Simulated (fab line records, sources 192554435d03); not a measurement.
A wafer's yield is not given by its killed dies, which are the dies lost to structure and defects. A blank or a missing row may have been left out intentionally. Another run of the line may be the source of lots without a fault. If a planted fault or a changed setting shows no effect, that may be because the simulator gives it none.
fab line records    flow n5Finfet
record: lots: 24  wafers: 72  lastDay: 17
route steps=1938 shown BEOL_M4@1099 BEOL_M5@1127
lots that met no fault: from a run of the same line without faults
startH: hours from the record's first day to the start of the lot's first wafer shown    waitH: how many hours have passed since the lot's step before this one    " repeats the value in the row above    L1.1+2: a single row standing in for several wafers    - no value, or no start was given    * or withheld: withheld    < > ~ a bound
route shown NAME@n: a module of which the file shows steps, and the number in the route of the first    usual: mean/standard deviation taken from wafers without a fault    same: alike in all rows    chamber/n: place in a boat    sites: the reading at each site    _std_site: the values' standard deviation    _edge_site: mean of outer sites minus mean of inner sites    radiusMm: for every site, how far away it sits from the centre of the wafer    mask NAME#n: copy n    behind: the most recent tool/chamber to have shaped the wafer    hold: the reason the lot was held/the length of the hold in hours/how it ended    device: the n, p or np transistor that did not switch    end of line: the tests these same wafers got at the end of their route    for a step that has no rows: nothing shown but its recipe    killed: not the wafer's yield, but the dies lost to structure and defects at the first sort    map: shows each die of a wafer: x if killed, . if not, _ if none is there
set.NAME: setting as actually run; set.NAME@STEP: the setting as run at that earlier step    model.NAME: the simulator's own value behind a step, which no gauge read
steps of the route over a sample of lots; a table a step, a row a wafer
services: from which hour (startH, from the record's first day; less than 0 if before it) a tool's chamber was out of use, for how many hours, and why
== steps ==
step: N5_BEOL_M4_ANNEAL_95
recipe: tempC: 400  timeS: 240  ambient: vacuum
usual: heaterPowerW: 820/90
lot.wafer  tool           chamber  startH  waitH  heaterPowerW
L074.3     pvdSputter-02  -        154.63  0.0    817
L074.4     "              -        "       "      792
L074.5     "              -        "       "      785
L075.2     pvdSputter-01  -        174.88  0.0    896
L075.3     "              -        "       "      804
L075.5     "              -        "       "      1010
L076.2     pvdSputter-01  -        178.56  0.0    770
L076.4     "              -        "       "      1007
L076.6     "              -        "       "      918
L077.2     pvdSputter-01  -        180.79  0.0    1008
L077.4     "              -        "       "      885
L077.5     "              -        "       "      771
L078.3     pvdSputter-03  -        183.79  0.0    832
L078.4     "              -        "       "      734
L078.5     "              -        "       "      720
L079.1     pvdSputter-02  -        195.29  0.0    778
L079.2     "              -        "       "      786
L079.6     "              -        "       "      796
L080.1     pvdSputter-01  -        203.26  0.0    816
L080.2     "              -        "       "      886
L080.5     "              -        "       "      1008
L082.1     pvdSputter-03  -        205.06  0.0    861
L082.3     "              -        "       "      808
L082.6     "              -        "       "      812
L081.2     pvdSputter-03  -        210.50  0.0    859
L081.3     "              -        "       "      844
L081.4     "              -        "       "      724
L083.2     pvdSputter-02  -        210.96  0.0    822
L083.3     "              -        "       "      764
L083.6     "              -        "       "      820
L084.2     pvdSputter-01  -        225.07  0.0    753
L084.3     "              -        "       "      788
L084.6     "              -        "       "      978
L085.1     pvdSputter-01  -        226.91  0.0    753
L085.4     "              -        "       "      850
L085.5     "              -        "       "      816
L087.3     pvdSputter-01  -        240.16  0.0    778
L087.4     "              -        "       "      967
L087.6     "              -        "       "      998
L086.4     pvdSputter-02  -        244.96  0.0    788
L086.5     "              -        "       "      759
L086.6     "              -        "       "      822
L089.1     pvdSputter-03  -        247.72  0.0    827
L089.2     "              -        "       "      852
L089.4     "              -        "       "      726
L088.1     pvdSputter-02  -        253.91  0.0    779
L088.4     "              -        "       "      602
L088.6     "              -        "       "      783
L090.2     pvdSputter-01  -        255.32  0.0    766
L090.3     "              -        "       "      829
L090.5     "              -        "       "      802
L091.1     pvdSputter-03  -        267.14  0.0    859
L091.3     "              -        "       "      729
L091.6     "              -        "       "      855
L092.3     pvdSputter-01  -        272.21  0.0    875
L092.5     "              -        "       "      805
L092.6     "              -        "       "      767
L094.1     pvdSputter-01  -        277.16  0.0    982
L094.5     "              -        "       "      907
L094.6     "              -        "       "      791
L093.2     pvdSputter-02  -        277.37  0.0    790
L093.4     "              -        "       "      809
L093.6     "              -        "       "      771
L095.2     pvdSputter-03  -        283.14  0.0    858
L095.4     "              -        "       "      848
L095.6     "              -        "       "      864
L096.1     pvdSputter-03  -        293.05  0.0    722
L096.2     "              -        "       "      852
L096.6     "              -        "       "      842
L097.2     pvdSputter-03  -        308.90  0.0    839
L097.3     "              -        "       "      840
L097.5     "              -        "       "      825
step: N5_BEOL_M5_OVL_MEAS_12
recipe: pointsPerWafer: 522
usual: M5_OVL: -0.1/0.61
lot.wafer  tool        chamber  startH  waitH  M5_OVL[nm]
L074.3     overlay-02  0        158.69  0.0    0.2
L074.4     "           0        "       "      0.4
L074.5     "           0        "       "      0.5
L075.2     overlay-01  0        179.68  0.0    -0.5
L075.3     "           0        "       "      -0.5
L075.5     "           0        "       "      0.4
L076.2     overlay-02  0        182.28  0.0    -0.1
L076.4     "           0        "       "      -0.4
L076.6     "           0        "       "      -0.4
L077.2     overlay-02  0        184.60  0.0    -0.2
L077.4     "           0        "       "      0.0
L077.5     "           0        "       "      -0.2
L078.3     overlay-01  0        188.03  0.0    -0.7
L078.4     "           0        "       "      -1.4
L078.5     "           0        "       "      -0.4
L079.1     overlay-01  0        198.77  0.0    -0.4
L079.2     "           0        "       "      -0.2
L079.6     "           0        "       "      -0.2
L080.1     overlay-02  0        206.90  0.0    -1.2
L080.2     "           0        "       "      -0.9
L080.5     "           0        "       "      -0.9
L082.1     overlay-01  0        209.10  0.0    0.2
L082.3     "           0        "       "      -0.9
L082.6     "           0        "       "      0.0
L081.2     overlay-01  0        213.93  0.0    -0.3
L081.3     "           0        "       "      0.4
L081.4     "           0        "       "      -1.2
L083.2     overlay-02  0        216.88  0.0    1.0
L083.3     "           0        "       "      1.0
L083.6     "           0        "       "      -0.1
L084.2     overlay-02  0        228.80  0.0    0.8
L084.3     "           0        "       "      -0.4
L084.6     "           0        "       "      -0.2
L085.1     overlay-01  0        230.73  0.0    0.8
L085.4     "           0        "       "      0.7
L085.5     "           0        "       "      1.0
L087.3     overlay-01  0        245.27  0.0    -0.4
L087.4     "           0        "       "      -0.5
L087.6     "           0        "       "      -0.3
L086.4     overlay-01  0        248.78  0.0    0.7
L086.5     "           0        "       "      0.0
L086.6     "           0        "       "      1.7
L089.1     overlay-02  0        251.87  0.0    0.1
L089.2     "           0        "       "      0.6
L089.4     "           0        "       "      0.3
L088.1     overlay-02  0        258.23  0.0    0.1
L088.4     "           0        "       "      0.1
L088.6     "           0        "       "      0.4
L090.2     overlay-02  0        260.93  0.0    -0.2
L090.3     "           0        "       "      -0.3
L090.5     "           0        "       "      0.0
L091.1     overlay-02  0        271.80  0.0    0.1
L091.3     "           0        "       "      0.1
L091.6     "           0        "       "      -0.1
L092.3     overlay-01  0        278.33  0.0    0.2
L092.5     "           0        "       "      0.1
L092.6     "           0        "       "      -1.4
L093.2     overlay-01  0        281.14  0.0    0.4
L093.4     "           0        "       "      -0.6
L093.6     "           0        "       "      0.5
L094.1     overlay-02  0        281.69  0.0    -1.1
L094.5     "           0        "       "      -0.4
L094.6     "           0        "       "      -1.0
L095.2     overlay-01  0        288.29  0.0    0.5
L095.4     "           0        "       "      0.1
L095.6     "           0        "       "      -0.3
L096.1     overlay-02  0        297.41  0.0    -0.9
L096.2     "           0        "       "      0.0
L096.6     "           0        "       "      -0.5
L097.2     overlay-01  0        312.94  0.0    0.1
L097.3     "           0        "       "      0.8
L097.5     "           0        "       "      0.2
step: N5_BEOL_M5_ETCH_61
recipe: chemistry: CF4  target: SiARC  targetDepthA: 156  maskMaterial: CAR-EUV  timeS: 26  ionEnergyEv: 80  pressureMtorr: 40  sourceW: 545  biasW: 36  Ar_flow_sccm: 100  cf4FlowSccm: 100  ends: cleared
usual: drypumpMotorCurrentA: 5.8/0.41  etchRfOnTimeS: 26.1/0.42  oesProductAu: 0.71/0.069  rfVppV: 184.4/1.2  showerheadPlenumPTorr: 2.17/0.072  throttleValvePct: 15.51/0.21
lot.wafer  tool        chamber  startH  waitH  drypumpMotorCurrentA  etchRfOnTimeS  oesProductAu  rfHoursCounterH  rfVppV  showerheadPlenumPTorr  throttleValvePct
L074.3     rieDiel-06  0        158.82  0.0    6.0                   26.8           0.57          234              182.6   2.11                   15.77
L074.4     "           1        "       "      6.2                   25.7           0.80          16               184.8   2.19                   15.26
L074.5     "           2        "       "      5.2                   26.6           0.75          -                184.5   2.18                   15.46
L075.2     rieDiel-02  1        179.97  0.0    6.3                   25.9           0.64          150              185.4   2.23                   15.35
L075.3     "           0        "       "      6.0                   26.3           0.71          72               184.9   2.25                   15.28
L075.5     "           1        "       "      6.2                   26.2           0.64          -                184.1   2.23                   15.36
L076.2     rieDiel-02  3        182.68  0.0    5.6                   25.0           0.83          9                185.4   2.28                   15.39
L076.4     "           1        "       "      6.2                   25.7           0.64          151              185.3   2.23                   15.35
L076.6     "           0        "       "      6.0                   25.9           0.71          -                185.1   2.25                   15.29
L077.2     rieDiel-03  1        186.01  0.0    6.0                   26.6           0.62          168              186.1   2.22                   15.83
L077.4     "           1        "       "      5.9                   26.6           0.63          -                186.0   2.22                   15.82
L077.5     "           2        "       "      5.3                   26.6           0.64          -                183.2   2.06                   15.71
L078.3     rieDiel-03  0        188.85  0.0    6.7                   25.8           0.75          26               182.7   2.10                   15.48
L078.4     "           0        "       "      6.7                   26.0           0.76          -                184.0   2.10                   15.49
L078.5     "           1        "       "      5.9                   26.3           0.62          -                185.1   2.22                   15.85
L079.1     rieDiel-06  3        198.91  0.0    5.8                   25.9           0.71          87               183.3   2.25                   15.33
L079.2     "           1        "       "      6.1                   25.5           0.79          23               184.5   2.19                   15.29
L079.6     "           0        "       "      6.0                   26.5           0.57          -                183.7   2.11                   15.79
L080.1     rieDiel-03  3        207.05  0.0    5.4                   25.6           0.82          3                185.1   2.11                   15.53
L080.2     "           2        "       "      5.3                   26.6           0.63          156              183.5   2.06                   15.72
L080.5     "           2        "       "      5.3                   26.4           0.64          -                182.1   2.06                   15.71
L082.1     rieDiel-02  3        209.33  0.0    5.6                   25.2           0.80          19               184.0   2.28                   15.42
L082.3     "           2        "       "      6.2                   26.7           0.62          198              182.8   2.04                   15.99
L082.6     "           3        "       "      5.6                   25.3           0.79          -                185.5   2.28                   15.42
L081.2     rieDiel-02  3        214.07  0.0    5.6                   25.0           0.80          20               185.9   2.28                   15.42
L081.3     "           2        "       "      6.2                   26.3           0.63          200              183.4   2.04                   15.97
L081.4     "           1        "       "      6.2                   26.2           0.63          162              186.0   2.23                   15.39
L083.2     rieDiel-06  2        217.02  0.0    5.2                   26.3           0.74          49               185.6   2.17                   15.48
L083.3     "           3        "       "      5.8                   26.1           0.70          92               185.7   2.25                   15.35
L083.6     "           2        "       "      5.2                   26.3           0.74          -                186.1   2.17                   15.48
L084.2     rieDiel-06  0        228.94  0.0    5.9                   26.7           0.56          250              181.9   2.11                   15.82
L084.3     "           3        "       "      5.8                   26.4           0.70          95               185.4   2.25                   15.35
L084.6     "           2        "       "      5.2                   26.4           0.74          -                183.9   2.17                   15.49
L085.1     rieDiel-06  1        230.88  0.0    6.2                   25.7           0.76          33               185.1   2.19                   15.29
L085.4     "           3        "       "      5.8                   25.9           0.70          -                184.9   2.25                   15.36
L085.5     "           1        "       "      6.1                   25.5           0.77          -                184.1   2.19                   15.29
L087.3     rieDiel-06  0        245.64  0.0    6.0                   26.1           0.85          1                182.8   2.10                   15.33
L087.4     "           2        "       "      5.2                   26.8           0.72          59               183.9   2.17                   15.50
L087.6     "           2        "       "      5.3                   26.9           0.72          -                185.0   2.17                   15.51
L086.4     rieDiel-06  3        248.90  0.0    5.9                   26.2           0.69          104              184.9   2.25                   15.36
L086.5     "           1        "       "      6.2                   25.3           0.76          -                184.0   2.19                   15.28
L086.6     "           2        "       "      5.2                   26.1           0.73          -                184.1   2.17                   15.48
L089.1     rieDiel-03  2        252.01  0.0    5.3                   26.4           0.63          169              184.9   2.05                   15.73
L089.2     "           0        "       "      6.7                   25.7           0.74          45               182.7   2.10                   15.53
L089.4     "           1        "       "      6.0                   26.2           0.62          189              185.4   2.21                   15.86
L088.1     rieDiel-03  3        258.37  0.0    5.4                   25.7           0.78          18               183.5   2.11                   15.57
L088.4     "           0        "       "      6.6                   25.4           0.73          48               183.9   2.10                   15.51
L088.6     "           2        "       "      5.3                   26.4           0.63          -                183.1   2.05                   15.73
L090.2     rieDiel-03  2        261.07  0.0    5.3                   26.7           0.63          172              182.5   2.05                   15.75
L090.3     "           1        "       "      5.9                   26.4           0.62          192              186.3   2.21                   15.87
L090.5     "           3        "       "      5.3                   25.7           0.78          -                184.8   2.11                   15.58
L091.1     rieDiel-02  3        272.89  0.0    5.6                   25.2           0.76          40               184.5   2.27                   15.47
L091.3     "           2        "       "      6.2                   26.5           0.62          217              182.2   2.04                   16.04
L091.6     "           2        "       "      6.2                   26.4           0.62          -                182.3   2.04                   16.02
L092.3     rieDiel-06  3        278.50  0.0    5.8                   26.7           0.68          111              186.0   2.24                   15.39
L092.5     "           3        "       "      5.8                   26.6           0.68          -                185.7   2.24                   15.38
L092.6     "           0        "       "      5.9                   26.0           0.82          -                183.8   2.10                   15.33
L093.2     rieDiel-06  3        281.44  0.0    5.8                   26.0           0.69          112              186.5   2.24                   15.39
L093.4     "           2        "       "      5.2                   26.4           0.71          71               185.1   2.17                   15.52
L093.6     "           0        "       "      6.0                   26.0           0.81          -                184.7   2.10                   15.36
L094.1     rieDiel-02  3        281.84  0.0    5.6                   25.4           0.76          43               183.8   2.27                   15.47
L094.5     "           3        "       "      5.6                   25.1           0.76          -                185.8   2.27                   15.46
L094.6     "           2        "       "      6.2                   26.2           0.61          -                183.5   2.04                   16.03
L095.2     rieDiel-06  3        288.43  0.0    5.8                   26.1           0.68          115              184.8   2.24                   15.39
L095.4     "           1        "       "      6.2                   25.6           0.74          47               185.2   2.18                   15.31
L095.6     "           2        "       "      5.2                   26.1           0.71          -                183.1   2.17                   15.54
L096.1     rieDiel-06  0        297.55  0.0    6.0                   25.9           0.80          15               184.6   2.10                   15.36
L096.2     "           1        "       "      6.1                   25.6           0.74          51               184.0   2.18                   15.33
L096.6     "           0        "       "      6.0                   26.0           0.80          -                183.4   2.10                   15.35
L097.2     rieDiel-06  3        313.11  0.0    5.8                   26.1           0.68          122              183.1   2.24                   15.39
L097.3     "           1        "       "      6.1                   25.1           0.74          55               184.5   2.18                   15.35
L097.5     "           1        "       "      6.1                   25.2           0.75          -                184.6   2.18                   15.35
step: N5_BEOL_M5_ETCH_62
recipe: chemistry: N2/H2  target: SOC  targetDepthA: 750  overetchA: 150  maskMaterial: SiARC  tempC: 40  timeS: 112.5  ionEnergyEv: 200  pressureMtorr: 30  sourceW: 840  biasW: 150  n2FlowSccm: 200  h2FlowSccm: 200
usual: drypumpMotorCurrentA: 5.9/0.41  oesProductAu: 0.65/0.06  rfVppV: 524.7/2.6  showerheadPlenumPTorr: 2.57/0.089  throttleValvePct: 17.75/0.25
lot.wafer  tool        chamber  startH  waitH  drypumpMotorCurrentA  oesProductAu  rfHoursCounterH  rfVppV  showerheadPlenumPTorr  throttleValvePct
L074.3     rieDiel-06  0        158.85  0.0    6.0                   0.54          234              521.7   2.50                   17.96
L074.4     "           1        "       "      6.1                   0.73          16               524.9   2.59                   17.42
L074.5     "           2        "       "      5.2                   0.70          -                525.4   2.58                   17.73
L075.2     rieDiel-02  1        180.00  0.0    6.3                   0.59          150              527.7   2.66                   17.48
L075.3     "           0        "       "      6.0                   0.65          72               527.2   2.68                   17.48
L075.5     "           1        "       "      6.2                   0.60          -                526.3   2.66                   17.49
L076.2     rieDiel-02  3        182.71  0.0    5.6                   0.75          9                529.9   2.71                   17.59
L076.4     "           1        "       "      6.2                   0.59          151              525.0   2.65                   17.50
L076.6     "           0        "       "      6.0                   0.66          -                527.5   2.68                   17.46
L077.2     rieDiel-03  1        186.04  0.0    5.9                   0.58          168              526.6   2.65                   18.20
L077.4     "           1        "       "      6.0                   0.59          -                527.1   2.65                   18.18
L077.5     "           2        "       "      5.3                   0.60          -                521.4   2.45                   18.07
L078.3     rieDiel-03  0        188.88  0.0    6.7                   0.70          26               524.4   2.49                   17.73
L078.4     "           0        "       "      6.7                   0.70          -                523.3   2.49                   17.71
L078.5     "           1        "       "      5.9                   0.58          -                526.8   2.65                   18.17
L079.1     rieDiel-06  3        198.94  0.0    5.8                   0.65          87               528.3   2.68                   17.64
L079.2     "           1        "       "      6.1                   0.71          23               525.6   2.59                   17.42
L079.6     "           0        "       "      6.0                   0.54          -                522.7   2.50                   18.00
L080.1     rieDiel-03  3        207.08  0.0    5.3                   0.74          3                522.1   2.50                   17.72
L080.2     "           2        "       "      5.3                   0.59          156              522.1   2.45                   18.08
L080.5     "           2        "       "      5.3                   0.59          -                519.0   2.45                   18.09
L082.1     rieDiel-02  3        209.36  0.0    5.6                   0.73          19               527.6   2.71                   17.60
L082.3     "           2        "       "      6.2                   0.59          198              520.1   2.42                   18.21
L082.6     "           3        "       "      5.6                   0.72          -                528.1   2.71                   17.60
L081.2     rieDiel-02  3        214.10  0.0    5.6                   0.72          20               529.0   2.71                   17.58
L081.3     "           2        "       "      6.2                   0.58          200              521.0   2.42                   18.23
L081.4     "           1        "       "      6.2                   0.59          162              527.0   2.65                   17.49
L083.2     rieDiel-06  2        217.05  0.0    5.2                   0.68          49               524.0   2.58                   17.74
L083.3     "           3        "       "      5.9                   0.65          92               528.1   2.68                   17.66
L083.6     "           2        "       "      5.2                   0.69          -                526.3   2.58                   17.73
L084.2     rieDiel-06  0        228.97  0.0    5.9                   0.53          250              521.3   2.50                   18.02
L084.3     "           3        "       "      5.8                   0.65          95               529.3   2.68                   17.67
L084.6     "           2        "       "      5.2                   0.68          -                525.3   2.57                   17.74
L085.1     rieDiel-06  1        230.90  0.0    6.1                   0.69          33               523.3   2.58                   17.46
L085.4     "           3        "       "      5.9                   0.64          -                526.5   2.67                   17.67
L085.5     "           1        "       "      6.2                   0.71          -                525.1   2.58                   17.45
L087.3     rieDiel-06  0        245.67  0.0    6.0                   0.80          1                522.0   2.50                   17.60
L087.4     "           2        "       "      5.3                   0.67          59               524.4   2.57                   17.75
L087.6     "           2        "       "      5.3                   0.68          -                525.3   2.57                   17.75
L086.4     rieDiel-06  3        248.93  0.0    5.9                   0.64          104              528.1   2.67                   17.68
L086.5     "           1        "       "      6.1                   0.70          -                523.5   2.58                   17.46
L086.6     "           2        "       "      5.2                   0.67          -                524.4   2.57                   17.76
L089.1     rieDiel-03  2        252.04  0.0    5.3                   0.59          169              521.8   2.44                   18.12
L089.2     "           0        "       "      6.7                   0.67          45               521.8   2.48                   17.76
L089.4     "           1        "       "      5.9                   0.57          189              524.5   2.64                   18.23
L088.1     rieDiel-03  3        258.40  0.0    5.3                   0.72          18               522.6   2.49                   17.74
L088.4     "           0        "       "      6.6                   0.67          48               522.4   2.48                   17.77
L088.6     "           2        "       "      5.3                   0.59          -                521.7   2.44                   18.10
L090.2     rieDiel-03  2        261.10  0.0    5.3                   0.59          172              521.0   2.44                   18.11
L090.3     "           1        "       "      6.0                   0.57          192              527.3   2.64                   18.23
L090.5     "           3        "       "      5.3                   0.71          -                521.7   2.49                   17.73
L091.1     rieDiel-02  3        272.92  0.0    5.6                   0.69          40               529.2   2.70                   17.61
L091.3     "           2        "       "      6.2                   0.57          217              521.3   2.41                   18.24
L091.6     "           2        "       "      6.2                   0.58          -                518.5   2.41                   18.26
L092.3     rieDiel-06  3        278.53  0.0    5.9                   0.63          111              527.2   2.67                   17.68
L092.5     "           3        "       "      5.8                   0.65          -                527.4   2.67                   17.68
L092.6     "           0        "       "      6.0                   0.75          -                522.7   2.49                   17.62
L093.2     rieDiel-06  3        281.46  0.0    5.9                   0.64          112              528.1   2.67                   17.70
L093.4     "           2        "       "      5.2                   0.66          71               525.1   2.57                   17.76
L093.6     "           0        "       "      6.0                   0.75          -                523.2   2.49                   17.60
L094.1     rieDiel-02  3        281.87  0.0    5.6                   0.69          43               526.5   2.70                   17.64
L094.5     "           3        "       "      5.6                   0.70          -                529.0   2.70                   17.66
L094.6     "           2        "       "      6.2                   0.57          -                519.7   2.41                   18.27
L095.2     rieDiel-06  3        288.46  0.0    5.9                   0.64          115              527.4   2.67                   17.70
L095.4     "           1        "       "      6.2                   0.68          47               524.8   2.58                   17.48
L095.6     "           2        "       "      5.2                   0.66          -                524.6   2.57                   17.78
L096.1     rieDiel-06  0        297.58  0.0    6.0                   0.74          15               523.3   2.49                   17.63
L096.2     "           1        "       "      6.1                   0.69          51               524.9   2.57                   17.48
L096.6     "           0        "       "      5.9                   0.74          -                522.8   2.49                   17.62
L097.2     rieDiel-06  3        313.14  0.0    5.9                   0.63          122              527.2   2.66                   17.71
L097.3     "           1        "       "      6.1                   0.67          55               524.8   2.57                   17.48
L097.5     "           1        "       "      6.2                   0.67          -                525.0   2.57                   17.49
step: N5_BEOL_M5_SPUTTER_48
recipe: material: Cu  targetThkA: 150  tempC: -20  chamberPressurePa: 0.07  powerW: withheld  timeS: 27.62
usual: chuckSensorTempC: -16.0/0.44  throttleValvePct: 29.7/1.4
lot.wafer  tool           chamber  startH  waitH  chuckSensorTempC  throttleValvePct
L074.3     pvdSputter-02  -        164.19  0.1    -15.4             29.4
L074.4     "              -        "       "      -16.2             30.7
L074.5     "              -        "       "      -15.5             29.1
L075.2     pvdSputter-01  -        182.95  0.1    -16.7             27.7
L075.3     "              -        "       "      -16.2             30.4
L075.5     "              -        "       "      -16.6             27.7
L076.2     pvdSputter-02  -        186.72  0.3    -16.1             30.6
L076.4     "              -        "       "      -15.4             29.5
L076.6     "              -        "       "      -16.5             29.6
L077.2     pvdSputter-03  -        191.57  0.2    -15.6             30.8
L077.4     "              -        "       "      -16.2             30.9
L077.5     "              -        "       "      -16.2             31.0
L078.3     pvdSputter-01  -        194.73  0.1    -16.6             27.8
L078.4     "              -        "       "      -15.6             29.7
L078.5     "              -        "       "      -15.9             30.6
L079.1     pvdSputter-02  -        201.38  0.1    -15.3             29.6
L079.2     "              -        "       "      -16.4             31.0
L079.6     "              -        "       "      -15.2             29.8
L080.1     pvdSputter-03  -        211.40  0.1    -16.4             31.2
L080.2     "              -        "       "      -16.1             29.3
L080.5     "              -        "       "      -16.2             29.4
L082.1     pvdSputter-01  -        212.17  0.1    -15.4             26.4
L082.3     "              -        "       "      -16.5             27.8
L082.6     "              -        "       "      -16.5             27.8
L081.2     pvdSputter-03  -        218.01  0.1    -16.4             31.1
L081.3     "              -        "       "      -16.2             29.4
L081.4     "              -        "       "      -15.9             31.4
L083.2     pvdSputter-02  -        221.37  0.4    -16.1             30.9
L083.3     "              -        "       "      -16.5             30.9
L083.6     "              -        "       "      -16.5             29.4
L084.2     pvdSputter-03  -        232.04  0.1    -16.2             29.6
L084.3     "              -        "       "      -15.9             31.2
L084.6     "              -        "       "      -15.5             30.6
L085.1     pvdSputter-01  -        233.93  0.1    -16.4             27.5
L085.4     "              -        "       "      -15.6             29.6
L085.5     "              -        "       "      -15.6             26.6
L087.3     pvdSputter-01  -        248.52  0.1    -15.5             26.5
L087.4     "              -        "       "      -15.5             29.4
L087.6     "              -        "       "      -16.6             27.7
L086.4     pvdSputter-02  -        254.41  0.1    -16.6             31.0
L086.5     "              -        "       "      -16.0             30.5
L086.6     "              -        "       "      -15.3             29.3
L089.1     pvdSputter-01  -        255.74  0.4    -16.5             27.7
L089.2     "              -        "       "      -15.3             29.7
L089.4     "              -        "       "      -16.2             30.4
L088.1     pvdSputter-01  -        262.75  0.3    -15.5             29.6
L088.4     "              -        "       "      -16.6             27.7
L088.6     "              -        "       "      -16.5             27.5
L090.2     pvdSputter-02  -        263.83  0.2    -16.2             30.6
L090.3     "              -        "       "      -15.2             29.6
L090.5     "              -        "       "      -16.3             30.9
L091.1     pvdSputter-03  -        276.21  0.3    -16.3             30.7
L091.3     "              -        "       "      -16.3             29.2
L091.6     "              -        "       "      -16.4             29.3
L092.3     pvdSputter-01  -        281.71  0.1    -15.5             26.5
L092.5     "              -        "       "      -15.5             26.8
L092.6     "              -        "       "      -16.2             30.6
L093.2     pvdSputter-02  -        285.55  0.1    -16.4             29.4
L093.4     "              -        "       "      -16.0             30.6
L093.6     "              -        "       "      -16.3             29.8
L094.1     pvdSputter-03  -        285.88  0.2    -16.3             29.1
L094.5     "              -        "       "      -16.3             31.1
L094.6     "              -        "       "      -15.8             31.1
L095.2     pvdSputter-02  -        292.29  0.1    -15.2             29.6
L095.4     "              -        "       "      -16.4             29.6
L095.6     "              -        "       "      -16.2             30.7
L096.1     pvdSputter-01  -        302.12  0.1    -15.4             29.6
L096.2     "              -        "       "      -16.2             30.5
L096.6     "              -        "       "      -16.2             30.5
L097.2     pvdSputter-02  -        317.01  0.9    -15.3             29.4
L097.3     "              -        "       "      -16.5             29.6
L097.5     "              -        "       "      -16.2             30.7
step: N5_BEOL_M5_PRE_CLEAN_77
recipe: gas: NH3/H2  timeS: 15  tempC: *  rfPowerW: 300
usual: heaterPowerW: 98/29
lot.wafer  tool      chamber  startH  waitH  heaterPowerW
L074.3     cvdCo-02  2        169.37  0.0    74
L074.4     "         0        "       "      98
L074.5     "         2        "       "      77
L075.2     cvdCo-02  2        188.14  0.0    75
L075.3     "         2        "       "      76
L075.5     "         2        "       "      76
L076.2     cvdCo-02  2        191.98  0.0    74
L076.4     "         2        "       "      76
L076.6     "         2        "       "      75
L077.2     cvdCo-01  2        196.75  0.0    58
L077.4     "         1        "       "      94
L077.5     "         2        "       "      57
L078.3     cvdCo-02  1        199.91  0.0    149
L078.4     "         0        "       "      97
L078.5     "         2        "       "      75
L079.1     cvdCo-01  1        206.67  0.0    99
L079.2     "         0        "       "      97
L079.6     "         2        "       "      58
L080.1     cvdCo-01  1        216.57  0.0    95
L080.2     "         0        "       "      97
L080.5     "         1        "       "      95
L082.1     cvdCo-01  0        217.61  0.2    97
L082.3     "         2        "       "      58
L082.6     "         1        "       "      95
L081.2     cvdCo-01  2        223.37  0.0    58
L081.3     "         1        "       "      97
L081.4     "         0        "       "      97
L083.2     cvdCo-01  0        226.55  0.0    96
L083.3     "         1        "       "      98
L083.6     "         2        "       "      59
L084.2     cvdCo-02  0        238.49  1.3    99
L084.3     "         1        "       "      151
L084.6     "         1        "       "      148
L085.1     cvdCo-02  0        239.11  0.0    99
L085.4     "         1        "       "      154
L085.5     "         0        "       "      99
L087.3     cvdCo-02  1        253.71  0.1    148
L087.4     "         0        "       "      98
L087.6     "         0        "       "      99
L086.4     cvdCo-02  0        259.62  0.1    99
L086.5     "         0        "       "      99
L086.6     "         1        "       "      151
L089.1     cvdCo-01  1        260.95  0.0    94
L089.2     "         2        "       "      58
L089.4     "         1        "       "      97
L088.1     cvdCo-01  2        267.92  0.0    57
L088.4     "         1        "       "      99
L088.6     "         0        "       "      97
L090.2     cvdCo-01  2        269.01  0.0    59
L090.3     "         1        "       "      96
L090.5     "         2        "       "      58
L091.1     cvdCo-02  0        281.96  0.1    97
L091.3     "         2        "       "      79
L091.6     "         0        "       "      100
L092.3     cvdCo-02  0        287.44  0.0    98
L092.5     "         1        "       "      151
L092.6     "         2        "       "      75
L093.2     cvdCo-01  2        290.73  0.0    58
L093.4     "         0        "       "      98
L093.6     "         1        "       "      99
L094.1     cvdCo-02  0        291.06  0.0    96
L094.5     "         1        "       "      148
L094.6     "         2        "       "      78
L095.2     cvdCo-01  0        299.89  0.0    100
L095.4     "         2        "       "      60
L095.6     "         1        "       "      97
L096.1     cvdCo-01  0        307.56  0.0    95
L096.2     "         2        "       "      60
L096.6     "         0        "       "      99
L097.2     cvdCo-02  2        322.19  0.0    77
L097.3     "         0        "       "      99
L097.5     "         1        "       "      147
== services ==
tool        chamber  startH  hours  kind
rieDiel-02  3        153.75  1.5    repair
rieDiel-03  3        164.52  1.7    repair
cvdCo-01    2        178.45  2.3    repair
rieDiel-06  -        179.18  14.6   pm
rieDiel-03  3        179.37  -      clean
rieDiel-03  3        179.37  -      consumableReplace:focusRing
cvdCo-02    0        183.03  9.2    repair
cvdCo-02    -        192.72  6.9    pm
rieDiel-02  0        201.01  9.1    repair
rieDiel-02  2        223.76  6.1    repair
rieDiel-06  0        229.98  -      clean
rieDiel-06  0        229.98  -      consumableReplace:focusRing
rieDiel-06  0        229.98  14.3   scheduledDown
rieDiel-06  0        229.98  14.3   ventCycle
cvdCo-01    -        234.99  6.0    pm
rieDiel-02  2        237.18  4.4    repair
rieDiel-06  2        241.17  1.2    repair
cvdCo-02    2        248.60  21.1   repair
cvdCo-01    -        249.98  0.8    repair
rieDiel-06  3        259.63  4.8    repair
cvdCo-02    -        271.48  0.3    repair
cvdCo-01    -        285.36  0.6    repair
rieDiel-06  -        298.79  0.8    repair
cvdCo-02    1        303.50  13.0   repair
== key ==
fault none
